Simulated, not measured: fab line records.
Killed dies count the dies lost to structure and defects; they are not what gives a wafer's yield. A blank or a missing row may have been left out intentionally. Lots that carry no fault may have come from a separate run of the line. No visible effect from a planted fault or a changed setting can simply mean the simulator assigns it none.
fab line records	flow n5-finfet
record lots=6	wafers=17	last-day=19
route steps=1938 shown BEOL_M1@833 BEOL_M2@841 BEOL_M4@1111 PASSIVATION@1936
lots that met no fault: from a run of the same line without faults
start-h: hours from the record's opening day to when the first of the lot's shown wafers began	wait-h: hours since the lot's step before	" repeats the value in the row above	L1.1+2: a single row standing in for several wafers	- value missing, or start not given	* or withheld: withheld	< > ~ a bound
route shown NAME@n: a module of which the file shows steps, and the number in the route of the first	usual: mean/standard deviation taken from wafers without a fault	same: alike in all rows	chamber/n: place in a boat	sites: each site's reading	_std_site: standard deviation across them	_edge_site: inner sites' mean taken away from outer sites' mean	radius-mm: for every site, how far away it sits from the centre of the wafer	mask NAME#n: copy n	behind: tool/chamber where the wafer was last shaped	hold: reason for holding the lot/hours on hold/outcome of the hold	device: names the non-switching transistor (n, p or np)	end of line: tests run on the same wafers once the route is complete	for a step that has no rows: nothing shown but its recipe	killed: not the wafer's yield, but the dies lost to structure and defects at the first sort	map: the dies of a wafer, with x for killed, . for not killed, _ for no die there
set.NAME: setting as actually run; set.NAME@STEP: the setting as run at that earlier step	model.NAME: the simulator's own value behind a step, which no gauge read
lots at some steps of the route; a table a step, a row a wafer
services: a tool's chamber out of use, with start hour (start-h, from the record's first day; less than 0 if before it), hours out, and reason
## steps
# step N5_BEOL_M1_CMP_52
# recipe stop-on=SiOC	t-overpolish-s=6.8	down-force-psi=1	platen-rpm=50	clearing-platen-down-force-psi=1.5	clearing-platen-rpm=50	post-cmp-clean=cu-alkaline	target-thk-nm=40	clearing-platen-pad-velocity-m-s=0.99484	pad-velocity-m-s=0.99484
# step N5_BEOL_M1_THK_MEAS_53
# recipe thk-meas-gauge=xrf	reads=Cu_of_BEOL_M1_ECD_50
# usual M1_THK=39.8/1.5
lot.wafer	tool	chamber	start-h	wait-h	M1_THK[nm]
L379.1	film-metro-02	-	159.35	-	39.0
L379.4	"	-	"	"	41.6
L379.5	"	-	"	"	40.9
L380.3	film-metro-01	-	159.89	-	40.7
L380.4	"	-	"	"	40.7
L380.5	"	-	"	"	40.8
L378.1	film-metro-01	-	175.75	-	37.0
L378.3	"	-	"	"	36.5
L378.5	"	-	"	"	37.5
L382.1	film-metro-01	-	179.72	-	40.0
L382.5	"	-	"	"	41.1
L390.1	film-metro-01	-	218.05	-	40.9
L390.5	"	-	"	"	42.2
L390.6	"	-	"	"	42.0
L398.1	film-metro-02	-	260.97	-	41.1
L398.4	"	-	"	"	41.0
L398.5	"	-	"	"	40.7
# step N5_BEOL_M1_PRE_CLEAN_60
# recipe gas=NH3/H2	time-s=15	temp-c=*	rf-power-w=300
# step N5_BEOL_M1_CO_CAP_55
# recipe material=Co	target-thk-a=20	temp-c=200	precursor=CCTBA/H2	pressure-torr=30	time-s=102.1
# usual heater-power-w=245/23
lot.wafer	tool	chamber	start-h	wait-h	heater-power-w
L379.1	cvd-co-02	0	159.42	0.0	240
L379.4	"	0	"	"	238
L379.5	"	2	"	"	231
L380.3	cvd-co-01	0	159.96	0.0	229
L380.4	"	1	"	"	288
L380.5	"	2	"	"	273
L378.1	cvd-co-02	1	175.82	0.0	211
L378.3	"	0	"	"	231
L378.5	"	1	"	"	214
L382.1	cvd-co-01	1	179.79	0.0	274
L382.5	"	2	"	"	273
L390.1	cvd-co-01	0	218.13	0.0	229
L390.5	"	0	"	"	235
L390.6	"	1	"	"	277
L398.1	cvd-co-02	1	261.05	0.0	210
L398.4	"	1	"	"	213
L398.5	"	2	"	"	234
# step N5_BEOL_M1_PRE_CLEAN_56
# recipe gas=NH3	time-s=15	temp-c=withheld	rf-power-w=300
# step N5_BEOL_M1_DEP_57
# recipe material=SiCN	target-thk-a=80	temp-c=withheld	precursor=3MS/NH3	pressure-torr=3	rf-w=202	time-s=14
# usual showerhead-plenum-p-Torr=3.664/0.012	throttle-valve-pct=9.1/0.35
lot.wafer	tool	chamber	start-h	wait-h	showerhead-plenum-p-Torr	throttle-valve-pct
L379.1	pecvd-04	0	159.54	0.0	3.653	9.0
L379.4	"	1	"	"	3.689	9.1
L379.5	"	2	"	"	3.661	8.7
L380.3	pecvd-03	1	160.11	0.0	3.667	9.0
L380.4	"	2	"	"	3.665	9.2
L380.5	"	1	"	"	3.664	9.0
L378.1	pecvd-04	1	175.94	0.0	3.690	9.3
L378.3	"	0	"	"	3.663	9.2
L378.5	"	1	"	"	3.690	9.2
L382.1	pecvd-02	0	179.91	0.0	3.641	9.3
L382.5	"	1	"	"	3.667	9.8
L390.1	pecvd-03	1	218.26	0.0	3.665	9.1
L390.5	"	0	"	"	3.659	9.3
L390.6	"	1	"	"	3.664	9.3
L398.1	pecvd-03	1	261.16	0.0	3.672	9.1
L398.4	"	1	"	"	3.668	9.1
L398.5	"	0	"	"	3.660	9.3
# step N5_BEOL_M1_RS_MEAS_58
# recipe thk-meas-gauge=four-point-probe	reads=Co_of_BEOL_M1_CO_CAP_55+Cu_of_BEOL_M1_ECD_50+Co_of_BEOL_M1_CVD_47+TaN_of_BEOL_M1_ALD_84
# usual M1_RS=0.68/0.032
lot.wafer	tool	chamber	start-h	wait-h	M1_RS[ohm/sq]
L379.1	film-metro-01	-	159.62	0.1	0.69
L379.4	"	-	"	"	0.64
L379.5	"	-	"	"	0.65
L380.3	film-metro-01	-	160.18	0.1	0.66
L380.4	"	-	"	"	0.66
L380.5	"	-	"	"	0.66
L378.1	film-metro-02	-	176.01	0.0	0.74
L378.3	"	-	"	"	0.75
L378.5	"	-	"	"	0.72
L382.1	film-metro-02	-	179.98	0.0	0.67
L382.5	"	-	"	"	0.65
L390.1	film-metro-02	-	218.34	0.1	0.66
L390.5	"	-	"	"	0.64
L390.6	"	-	"	"	0.64
L398.1	film-metro-01	-	261.23	0.0	0.65
L398.4	"	-	"	"	0.65
L398.5	"	-	"	"	0.66
# step N5_BEOL_M1_INSPECT_59
# recipe inspect-instrument=darkfield	mode=post-dep
# usual raw-defect-count=74/24
lot.wafer	tool	chamber	start-h	wait-h	raw-defect-count
L379.1	defect-inspect-01	-	159.65	0.0	82
L379.4	"	-	"	"	92
L379.5	"	-	"	"	51
L380.3	defect-inspect-02	-	160.20	0.0	89
L380.4	"	-	"	"	51
L380.5	"	-	"	"	40
L378.1	defect-inspect-02	-	176.03	0.0	69
L378.3	"	-	"	"	88
L378.5	"	-	"	"	30
L382.1	defect-inspect-01	-	180.00	0.0	83
L382.5	"	-	"	"	90
L390.1	defect-inspect-02	-	218.37	0.0	88
L390.5	"	-	"	"	63
L390.6	"	-	"	"	55
L398.1	defect-inspect-01	-	261.26	0.0	114
L398.4	"	-	"	"	78
L398.5	"	-	"	"	154
# step N5_BEOL_M2_ILD_DEP_00
# recipe material=SiOC	target-thk-a=790	temp-c=350	precursor=DEMS/O2	pressure-torr=5	rf-w=500	time-s=15.3
# usual heater-power-w=486/69	showerhead-plenum-p-Torr=5.702/0.012	throttle-valve-pct=11.9/0.55
lot.wafer	tool	chamber	start-h	wait-h	heater-power-w	showerhead-plenum-p-Torr	throttle-valve-pct
L379.1	pecvd-01	0	159.73	0.1	592	5.703	12.0
L379.4	"	2	"	"	507	5.711	11.0
L379.5	"	0	"	"	609	5.712	12.5
L380.3	pecvd-04	1	160.24	0.0	437	5.714	12.3
L380.4	"	2	"	"	361	5.698	11.4
L380.5	"	0	"	"	372	5.678	11.9
L378.1	pecvd-01	1	176.07	0.0	521	5.684	12.4
L378.3	"	2	"	"	526	5.691	10.8
L378.5	"	2	"	"	534	5.709	11.1
L382.1	pecvd-04	1	180.04	0.0	470	5.714	12.0
L382.5	"	0	"	"	431	5.690	11.9
L390.1	pecvd-01	2	218.40	0.0	511	5.705	10.9
L390.5	"	0	"	"	553	5.710	12.5
L390.6	"	1	"	"	469	5.704	12.1
L398.1	pecvd-03	1	261.29	0.0	525	5.706	12.1
L398.4	"	0	"	"	439	5.708	12.3
L398.5	"	1	"	"	527	5.696	11.9
# step N5_BEOL_M2_THK_MEAS_01
# recipe reads=SiOC_of_BEOL_M2_ILD_DEP_00
# usual M2_ILD_THK=78.9/1.1
lot.wafer	tool	chamber	start-h	wait-h	M2_ILD_THK[nm]
L379.1	film-metro-02	-	159.80	0.0	78.3
L379.4	"	-	"	"	77.9
L379.5	"	-	"	"	78.2
L380.3	film-metro-02	-	160.31	0.1	75.5
L380.4	"	-	"	"	77.2
L380.5	"	-	"	"	77.7
L378.1	film-metro-02	-	176.14	0.0	77.7
L378.3	"	-	"	"	77.1
L378.5	"	-	"	"	79.0
L382.1	film-metro-02	-	180.11	0.0	79.2
L382.5	"	-	"	"	80.6
L390.1	film-metro-02	-	218.47	0.0	79.4
L390.5	"	-	"	"	80.6
L390.6	"	-	"	"	80.5
L398.1	film-metro-01	-	261.36	0.0	77.0
L398.4	"	-	"	"	78.6
L398.5	"	-	"	"	78.3
# step N5_BEOL_M2_PECVD_72
# recipe material=SiO2	target-thk-a=160	temp-c=400	precursor=TEOS/O2	pressure-torr=5.5	rf-w=450	teos-flow-sccm=53.8	gas=O2	flow-sccm=3000	time-s=18
# usual heater-power-w=668/78	showerhead-plenum-p-Torr=8.81/0.047	throttle-valve-pct=22.4/0.77
lot.wafer	tool	chamber	start-h	wait-h	heater-power-w	showerhead-plenum-p-Torr	throttle-valve-pct
L379.1	pecvd-04	2	159.83	0.0	661	8.75	21.3
L379.4	"	0	"	"	580	8.75	22.4
L379.5	"	2	"	"	654	8.78	21.0
L380.3	pecvd-01	1	160.34	0.0	674	8.80	22.7
L380.4	"	2	"	"	782	8.88	20.5
L380.5	"	0	"	"	828	8.86	23.0
L378.1	pecvd-03	0	176.18	0.0	588	8.76	22.6
L378.3	"	1	"	"	784	8.79	22.5
L378.5	"	0	"	"	601	8.80	22.8
L382.1	pecvd-03	2	180.14	0.0	678	8.77	22.9
L382.5	"	0	"	"	691	8.78	22.6
L390.1	pecvd-04	1	218.51	0.0	569	8.86	22.7
L390.5	"	1	"	"	572	8.88	22.8
L390.6	"	1	"	"	585	8.87	22.7
L398.1	pecvd-03	2	261.40	0.0	721	8.74	21.8
L398.4	"	1	"	"	647	8.79	22.8
L398.5	"	2	"	"	573	8.76	21.6
# step N5_BEOL_M2_HM_DEP_02
# recipe material=TiN	target-thk-a=200	temp-c=25	chamber-pressure-pa=0.49996
# usual throttle-valve-pct=30.4/0.92
lot.wafer	tool	chamber	start-h	wait-h	throttle-valve-pct
L379.1	pvd-sputter-02	-	161.44	1.6	30.4
L379.4	"	-	"	"	29.9
L379.5	"	-	"	"	30.2
L380.3	pvd-sputter-02	-	161.82	1.5	29.7
L380.4	"	-	"	"	30.7
L380.5	"	-	"	"	31.8
L378.1	pvd-sputter-03	-	176.23	0.0	31.7
L378.3	"	-	"	"	29.9
L378.5	"	-	"	"	31.1
L382.1	pvd-sputter-01	-	180.80	0.6	28.3
L382.5	"	-	"	"	30.6
L390.1	pvd-sputter-01	-	219.17	0.6	28.3
L390.5	"	-	"	"	28.2
L390.6	"	-	"	"	30.5
L398.1	pvd-sputter-02	-	261.55	0.1	31.7
L398.4	"	-	"	"	29.7
L398.5	"	-	"	"	31.8
# step N5_BEOL_M2_COAT_61
# recipe resist=SOC	temp-c=250	time-s=60	spin-rpm=1500	resist-thk-nm=60
# usual heater-power-total-W=500.5/1.8	run-length-s=66.36/0.24
lot.wafer	tool	chamber	start-h	wait-h	heater-power-total-W	run-length-s
L379.1	litho-track-01	0	161.57	0.1	500.8	66.20
L379.4	"	0	"	"	497.3	66.24
L379.5	"	0	"	"	499.7	66.29
L380.3	litho-track-05	0	161.95	0.1	499.6	66.12
L380.4	"	0	"	"	502.3	66.07
L380.5	"	0	"	"	502.2	66.22
L378.1	litho-track-05	0	176.36	0.1	497.7	66.11
L378.3	"	0	"	"	503.1	66.32
L378.5	"	0	"	"	614.9	48.61
L382.1	litho-track-05	0	180.93	0.1	498.2	66.31
L382.5	"	0	"	"	617.9	48.60
L390.1	litho-track-01	0	219.30	0.1	501.4	66.42
L390.5	"	0	"	"	499.2	66.07
L390.6	"	0	"	"	497.3	66.44
L398.1	litho-track-02	0	261.67	0.1	498.7	66.60
L398.4	"	0	"	"	502.4	66.80
L398.5	"	0	"	"	498.0	66.59
# step N5_BEOL_M2_COAT_62
# recipe resist=SiARC	temp-c=220	time-s=60	spin-rpm=1500	resist-thk-nm=12
# step N5_BEOL_M4_RC_MEAS_101
# usual DIBL_N=36.6/1.9	DIBL_P=36.7/2.2	IOFF_N=0.16/0.035	IOFF_P=0.22/0.038	ION_N=672/14	ION_P=462/8.3	SS_N=71.6/0.65	SS_P=73.5/0.72	VT_N=250/3.5	VT_P=-250/3.1
lot.wafer	tool	chamber	start-h	wait-h	DIBL_N[mV/V]	DIBL_P[mV/V]	IOFF_N[nA/um]	IOFF_P[nA/um]	ION_N[uA/um]	ION_P[uA/um]	SS_N[mV/dec]	SS_P[mV/dec]	VT_N[mV]	VT_P[mV]
L380.3	prober-02	0	208.00	0.3	33.2	32.8	0.11	0.14	642	438	70.5	72.1	260	-257
L380.4	"	0	"	"	37.0	37.2	0.17	0.20	656	449	71.0	73.1	250	-254
L380.5	"	0	"	"	34.8	35.1	0.12	0.17	637	447	70.9	73.4	259	-257
L379.1	prober-02	0	213.09	0.0	37.2	37.7	0.17	0.23	687	473	71.9	73.8	248	-251
L379.4	"	0	"	"	37.3	38.8	0.18	0.25	663	464	72.0	73.3	249	-246
L379.5	"	0	"	"	34.1	34.8	0.12	0.18	682	464	71.7	73.3	255	-252
L378.1	prober-02	0	218.22	0.0	32.9	32.0	0.11	0.17	673	468	70.0	72.3	252	-248
L378.3	"	0	"	"	35.2	35.0	0.13	0.21	657	465	70.7	72.8	253	-245
L378.5	"	0	"	"	35.5	35.4	0.14	0.22	659	463	70.8	73.1	251	-247
L382.1	prober-02	0	226.45	0.0	35.9	36.8	0.17	0.24	691	476	71.0	73.7	249	-249
L382.5	"	0	"	"	34.7	34.1	0.14	0.18	654	457	71.1	73.0	252	-252
L390.1	prober-02	0	279.58	0.0	35.7	36.3	0.14	0.20	675	469	72.0	73.0	254	-251
L390.5	"	0	"	"	35.3	36.2	0.14	0.20	676	470	70.9	72.9	252	-250
L390.6	"	0	"	"	37.5	39.4	0.17	0.24	663	452	71.9	74.2	250	-249
L398.1	prober-02	0	319.66	0.0	36.6	36.0	0.16	0.23	682	472	71.7	72.4	248	-246
L398.4	"	0	"	"	36.7	35.6	0.17	0.23	688	464	71.3	73.1	247	-248
L398.5	"	0	"	"	37.7	38.1	0.19	0.28	692	478	71.9	73.1	246	-244
# step N5_PASSIVATION_PROBE_49
# usual defect-limited-yield=91.6/1.4	killed_at_M0_to_M3=35/10	killed_at_M4_up=13/4.8	killed-at-contacts=12/7.2	killed-at-front-end=36/12	killed-at-other=4/3.1	killed-dies=100/17	killed-open=66/13	killed-short=32/7.3	sort_bin_5_function=5.0/0.94	sort_bin_6_memory=3.1/0.67	sort_bin_8_speed=0.01/0.047	sort-n-pass=1080/17	sort-yield-pct=91.6/1.4
# same gross-dies=1180	killed-at-back-side=0	sort_bin_4_leakage[%]=0
lot.wafer	tool	chamber	start-h	wait-h	defect-limited-yield[%]	killed_at_M0_to_M3	killed_at_M4_up	killed-at-contacts	killed-at-front-end	killed-at-other	killed-dies	killed-open	killed-short	sort_bin_5_function[%]	sort_bin_6_memory[%]	sort_bin_8_speed[%]	sort-n-pass	sort-yield-pct[%]
L378.1	prober-01	-	347.61	0.0	91.9	43	12	5	27	8	95	67	26	5.1	2.8	0	1085	91.9
L378.3	prober-01	-	347.71	0.1	90.3	24	15	9	65	2	115	69	46	5.9	3.1	0	1065	90.3
L378.5	prober-01	-	347.81	0.2	92.3	31	8	5	34	13	91	66	24	4.7	2.7	0	1089	92.3
# killed by level:class
L378.1 STI_FIN_REVEAL:geometric-particle:open=10 BEOL_M2:geometric-particle:open=10 BEOL_M3:geometric-particle:open=10 BEOL_M0_SAQP:geometric-particle:short=7 MOL_CONTACT_COAG:geometric-particle:open=5 BEOL_M0_SAQP:geometric-particle:open=5 BEOL_M1:geometric-particle:open=4 GATE_CUT:geometric-particle:short=3
L378.3 FIN_SAQP:geometric-particle:short=15 GATE_CUT:geometric-particle:short=11 FIN_SAQP:geometric-particle:open=10 STI_FIN_REVEAL:geometric-particle:open=10 BEOL_M0_SAQP:geometric-particle:short=6 MOL_CONTACT_COAG:geometric-particle:open=6 BEOL_M0:geometric-particle:open=6 BEOL_M1:geometric-particle:open=5
L378.5 BEOL_M3:geometric-particle:open=12 GATE_CUT:geometric-particle:open=7 BEOL_M0_SAQP:geometric-particle:short=7 FIN_SAQP:geometric-particle:open=6 STI_FIN_REVEAL:geometric-particle:open=6 GATE_CUT:geometric-particle:short=5 PASS1_CAP:geometric-particle:open=5 DUMMY_GATE:geometric-particle:open=4
## services
tool	chamber	start-h	hours	kind
pvd-sputter-03	-	139.96	3.3	repair
pecvd-04	-	144.71	2.8	pm
cvd-co-02	0	145.23	8.1	repair
pecvd-03	0	159.45	2.1	scheduled-down
pvd-sputter-02	-	168.67	3.0	repair
cvd-co-01	-	172.67	4.3	pm
pecvd-02	-	173.23	2.2	repair
pecvd-03	-	193.06	0.3	repair
pecvd-04	0	196.07	5.5	scheduled-down
pecvd-01	-	200.24	6.0	pm
pecvd-03	1	201.03	2.1	scheduled-down
pecvd-02	1	202.50	1.8	repair
pecvd-03	2	203.21	-	clean
pecvd-03	2	203.21	-	consumable-replace:showerhead
pecvd-03	2	203.21	29.0	scheduled-down
pecvd-03	2	203.21	29.0	vent-cycle
pecvd-04	0	207.47	14.5	repair
cvd-co-02	-	214.02	0.4	repair
pecvd-04	2	215.50	5.5	scheduled-down
pecvd-03	0	226.34	12.3	repair
pecvd-02	-	240.29	0.7	repair
pecvd-02	2	245.18	15.3	repair
cvd-co-01	2	254.90	3.5	repair
cvd-co-02	-	255.23	0.4	repair
## key
first-sign step=N5_BEOL_M2_COAT_61	reading=run-length-s	direction=down	sigmas=73	usual=*	struck=*
effect step=N5_BEOL_M2_COAT_61	reading=heater-power-total-W	direction=up	sigmas=66	usual=*	struck=*
met-at N5_BEOL_M2_COAT_61
struck-wafers L378.5,L382.5
onset-between 161.95 176.36
fault kind=process-parameter-drift	tool=litho-track-05	chamber=-	onset-h=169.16	steps=N5_BEOL_M2_COAT_61	channel=time-s	offset=*	shape=step	end-h=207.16	scope=struck-wafers-only	acts-in=*	stated=*
